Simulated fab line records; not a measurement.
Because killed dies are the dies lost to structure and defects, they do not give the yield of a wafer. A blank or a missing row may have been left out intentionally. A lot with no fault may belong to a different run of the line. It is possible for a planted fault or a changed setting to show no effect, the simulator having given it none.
Problem report in the 8D (eight disciplines) form, filled by code	flow nand-harc	the parts of the form that need people (team, actions taken, sign-off) are left out

== 1. THE PROBLEM ==
Wafers with no fault read 4.7 with a standard deviation of 2.9, whereas killed-at-periphery at NHARC_END_SORT_01 reads a mean of 626.0 on 1 wafer of 1 lot. That is +99 or more standard deviations from the usual mean.
First seen on wafer L768.4, day 26 18:51, on prober-01. The record holds 3 wafers of 1 lot with a number at this step. The rule behind "out" and "out of limits": a value lying over 4 standard deviations away from the usual mean. All remaining wafers that have a number are taken as sound.

== 2. WHAT THIS IS AND IS NOT ==
question	is	is not
which readings at this step	killed-at-periphery, killed-dies	killed-at-array, killed-at-other, killed-open, killed-short
which lots	L768	-
which wafers of those lots	L768.4	L768.2, L768.5
read on which gauges	prober-01	-
when	from day 26 18:51	up to then (1 sound wafer); but 1 sound wafer of L768 came after

== 3. WHAT RULES OUT EACH SUSPECT ==
Counting: any tool at a process step up to the reading remains a suspect provided it ran every lot that is out. Sound lots after the first of them don't rule it out here, since some wafers of a struck lot are sound.
- ruled out: the gauge at NHARC_END_SORT_01. All the wafers that are out were read on prober-01, but those of them that NHARC_P_GATE_HM_OPEN_105 has rows for are out there too, on other tools.
- acl-dep-01 at NHARC_P_GATE_HM_DEP_102 (deposits aC, target thk 120 nm): kept. It ran the lot that is out, L768 (day 7 11:06).
- rie-diel-13 at NHARC_P_GATE_HM_OPEN_105 (chemistry O2/COS, target depth 360 nm): kept. It ran the lot that is out, L768 (day 7 12:00). On those wafers its own readings are out: oes-product-au.
- rie-diel-09 at NHARC_P_GATE_STRIP_108 (strips in O2): kept. It ran the lot that is out, L768 (day 7 13:08).
- The sound lot-mates ran in chamber 2 of rie-diel-13 at NHARC_P_GATE_HM_OPEN_105, but the wafers that are out ran in chamber 0.
- The sound lot-mates ran in chamber 1 of rie-diel-09 at NHARC_P_GATE_STRIP_108, but the wafers that are out ran in chamber 0.
The count leaves acl-dep-01 at NHARC_P_GATE_HM_DEP_102, rie-diel-13 at NHARC_P_GATE_HM_OPEN_105, and rie-diel-09 at NHARC_P_GATE_STRIP_108.

== 4. THE CAUSE (what the simulator had put in) ==
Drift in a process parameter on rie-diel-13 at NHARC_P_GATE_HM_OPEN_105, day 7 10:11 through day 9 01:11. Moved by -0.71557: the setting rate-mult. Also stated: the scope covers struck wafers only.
Counting left 3 suspects, and this tool is among them.

== 5. THE CHAIN OF EFFECTS, in route order ==
Each row: a reading whose mean over the struck wafers that have a number lies more than 3 standard deviations from the usual. Only readings whose record carries a usual standard deviation are examined. hours: median over the lots of the time between each lot's start at the first step of this table that gives one and its start at this step. sigmas: the change, counted in usual standard deviations.
hours	step	reading	usual	on struck wafers	change	sigmas
0	NHARC_P_GATE_HM_OPEN_105	oes-product-au	0.999 a.u.	0.551	-0.448	-37
463	NHARC_END_SORT_01	killed-at-periphery	4.7	626.0	+621.3	+99 or more
463	NHARC_END_SORT_01	killed-dies	58	668	+610	+36
Its process steps:
- NHARC_P_GATE_HM_OPEN_105: chemistry O2/COS, target depth 360 nm.

== 6. WHAT WOULD HAVE CAUGHT IT SOONER ==
In this record the first reading out of limits at a measuring or inspecting step was taken at day 26 18:51, 465 hours after the fault began at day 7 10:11.
At NHARC_P_GATE_HM_OPEN_105, the tool's own readings (oes-product-au) were out on each struck wafer the step has a row for, so an alarm limit on them would have fired on the first such wafer.
All the lots that are out (1) had begun NHARC_P_GATE_HM_OPEN_105 on rie-diel-13 by day 26 18:51. Had the tool been put on hold then, not one of them would have been saved.
